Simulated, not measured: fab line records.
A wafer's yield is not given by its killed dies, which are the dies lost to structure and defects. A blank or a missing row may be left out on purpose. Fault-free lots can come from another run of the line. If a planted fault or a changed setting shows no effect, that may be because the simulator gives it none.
Chamber matching | flow n5-finfet | 4 sister chambers for N5_BEOL_M2_ETCH_64 on rie-diel-04
The step etches SOC in N2/H2, target depth 75 nm, overetch 22.5 nm, time 121.9 s. 20 wafers are shown with their chamber, then 10 later ones without.

## WAFERS WITH THEIR CHAMBER
wafer  | chamber | showerhead-plenum-p-Torr (Torr) | drypump-motor-current-A (A) | throttle-valve-pct (%)
L074.1 | 1       | 2.52                            | 5.6                         | 17.92
L074.2 | 3       | 2.43                            | 5.6                         | 17.60
L074.3 | 0       | 2.52                            | 5.6                         | 18.23
L075.1 | 3       | 2.42                            | 5.6                         | 17.60
L075.2 | 0       | 2.52                            | 5.6                         | 18.23
L075.4 | 1       | 2.52                            | 5.6                         | 17.92
L076.1 | 0       | 2.52                            | 5.6                         | 18.24
L076.2 | 1       | 2.52                            | 5.6                         | 17.90
L076.4 | 1       | 2.52                            | 5.6                         | 17.91
L077.1 | 2       | 2.72                            | 6.6                         | 17.79
L077.5 | 1       | 2.52                            | 5.6                         | 17.91
L077.6 | 0       | 2.51                            | 5.6                         | 18.26
L080.2 | 0       | 2.51                            | 5.6                         | 18.25
L080.5 | 0       | 2.51                            | 5.6                         | 18.26
L080.6 | 3       | 2.42                            | 5.6                         | 17.63
L082.2 | 3       | 2.42                            | 5.7                         | 17.62
L082.5 | 1       | 2.52                            | 5.6                         | 17.94
L082.6 | 0       | 2.51                            | 5.6                         | 18.27
L091.1 | 2       | 2.71                            | 6.5                         | 17.83
L091.5 | 1       | 2.51                            | 5.6                         | 17.95

SIGNATURES (averages over the wafers above)
reading                  | chamber 0 | chamber 1 | chamber 2 | chamber 3 | scatter within a chamber
showerhead-plenum-p-Torr | 2.5143    | 2.5186    | 2.7150    | 2.4225    | 0.00489
drypump-motor-current-A  | 5.600     | 5.600     | 6.550     | 5.625     | 0.028
throttle-valve-pct       | 18.2486   | 17.9214   | 17.8100   | 17.6125   | 0.0174
Rule: distance of a wafer from a chamber = root of the sum over the readings of ((wafer's reading minus chamber's mean) / reading's scatter) squared. If the next closest chamber is less than 2 further off than the closest, the wafer can't be placed; otherwise it belongs to the closest. The scatter: the root of (the sum of the squares of (reading less its chamber's mean) over the shown wafers, divided by (wafers less chambers)).

## WAFERS WITH NO CHAMBER GIVEN
wafer  | showerhead-plenum-p-Torr (Torr) | drypump-motor-current-A (A) | throttle-valve-pct (%)
L091.6 | 2.51                            | 5.6                         | 17.86
L093.1 | 2.51                            | 5.6                         | 17.97
L093.2 | 2.71                            | 6.5                         | 17.85
L093.4 | 2.41                            | 5.6                         | 17.66
L096.2 | 2.70                            | 6.5                         | 17.85
L096.4 | 2.40                            | 5.6                         | 17.68
L096.6 | 2.70                            | 6.5                         | 17.86
L097.3 | 2.51                            | 5.6                         | 18.00
L097.4 | 2.70                            | 6.5                         | 17.85
L097.5 | 2.51                            | 5.6                         | 17.98

## WHICH CHAMBER EACH ONE RAN IN
wafer  | from the rows above | in truth
L091.6 | 1                   | 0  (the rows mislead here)
L093.1 | 1                   | 1
L093.2 | 2                   | 2
L093.4 | 3                   | 3
L096.2 | 2                   | 2
L096.4 | 3                   | 3
L096.6 | 2                   | 2
L097.3 | 1                   | 1
L097.4 | 2                   | 2
L097.5 | 1                   | 1
9 of 10 placed correctly. Number that these rows cannot place: 0. Placed wrongly: 1.
